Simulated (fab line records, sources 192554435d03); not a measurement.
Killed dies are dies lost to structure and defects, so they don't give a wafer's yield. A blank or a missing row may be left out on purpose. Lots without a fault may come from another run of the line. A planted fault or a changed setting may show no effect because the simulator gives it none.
Chamber matching | flow n5_finfet | N5_BEOL_M3_VIA_ETCH_34 on rie_diel-05: 4 sister chambers
The step etches the open film in C4F6/O2, target depth 69.4 nm, time 65.9 s. 18 wafers are shown with their chamber, then 9 later ones without.

WAFERS WITH THEIR CHAMBER
wafer  | chamber | drypump_motor_current_A (A) | throttle_valve_pct (%) | showerhead_plenum_p_Torr (Torr)
L075.4 | 3       | 5.4                         | 30.60                  | 2.87
L075.5 | 2       | 5.8                         | 31.17                  | 2.87
L075.6 | 3       | 5.4                         | 30.61                  | 2.87
L077.4 | 0       | 4.9                         | 31.01                  | 2.82
L077.5 | 3       | 5.4                         | 30.62                  | 2.87
L077.6 | 0       | 4.9                         | 31.01                  | 2.82
L079.2 | 0       | 4.9                         | 31.01                  | 2.82
L079.5 | 0       | 4.9                         | 31.02                  | 2.82
L079.6 | 1       | 5.0                         | 30.53                  | 2.77
L083.2 | 2       | 5.8                         | 31.17                  | 2.86
L083.3 | 1       | 4.9                         | 30.55                  | 2.77
L083.6 | 1       | 4.9                         | 30.53                  | 2.77
L086.4 | 2       | 5.8                         | 31.19                  | 2.86
L086.5 | 2       | 5.8                         | 31.19                  | 2.86
L086.6 | 1       | 4.9                         | 30.55                  | 2.77
L088.2 | 0       | 4.9                         | 31.03                  | 2.81
L088.3 | 2       | 5.8                         | 31.20                  | 2.85
L088.5 | 1       | 4.9                         | 30.54                  | 2.77

SIGNATURES (means of the wafers above)
reading                  | chamber 0 | chamber 1 | chamber 2 | chamber 3 | scatter within a chamber
drypump_motor_current_A  | 4.900     | 4.920     | 5.800     | 5.400     | 0.0239
throttle_valve_pct       | 31.0160   | 30.5400   | 31.1840   | 30.6100   | 0.0108
showerhead_plenum_p_Torr | 2.8180    | 2.7700    | 2.8600    | 2.8700    | 0.00447
Rule: a wafer's distance from a chamber is the root of the sum, over the readings, of the square of ((its reading less the chamber's mean) divided by the reading's scatter). The wafer belongs to the nearest chamber; if the next one is less than 2 further off, it can't be placed. The scatter: the root of (the sum of the squares of (reading less its chamber's mean) over the shown wafers, divided by (wafers less chambers)).

WAFERS WITHOUT THEIR CHAMBER
wafer  | drypump_motor_current_A (A) | throttle_valve_pct (%) | showerhead_plenum_p_Torr (Torr)
L093.1 | 5.4                         | 30.64                  | 2.85
L093.3 | 5.8                         | 31.21                  | 2.85
L093.6 | 5.4                         | 30.63                  | 2.85
L095.2 | 5.8                         | 31.20                  | 2.85
L095.3 | 4.9                         | 30.58                  | 2.76
L095.6 | 5.4                         | 30.64                  | 2.85
L097.1 | 4.9                         | 30.57                  | 2.76
L097.3 | 5.8                         | 31.20                  | 2.85
L097.6 | 4.9                         | 30.56                  | 2.76

WHICH CHAMBER EACH WENT THROUGH
wafer  | from the rows above | in truth
L093.1 | 3                   | 3
L093.3 | 2                   | 2
L093.6 | 3                   | 3
L095.2 | 2                   | 2
L095.3 | 1                   | 1
L095.6 | 3                   | 3
L097.1 | 1                   | 1
L097.3 | 2                   | 2
L097.6 | 1                   | 1
Placed correctly: 9 of 9. Can't be placed from these rows: 0. Placed wrongly: 0.
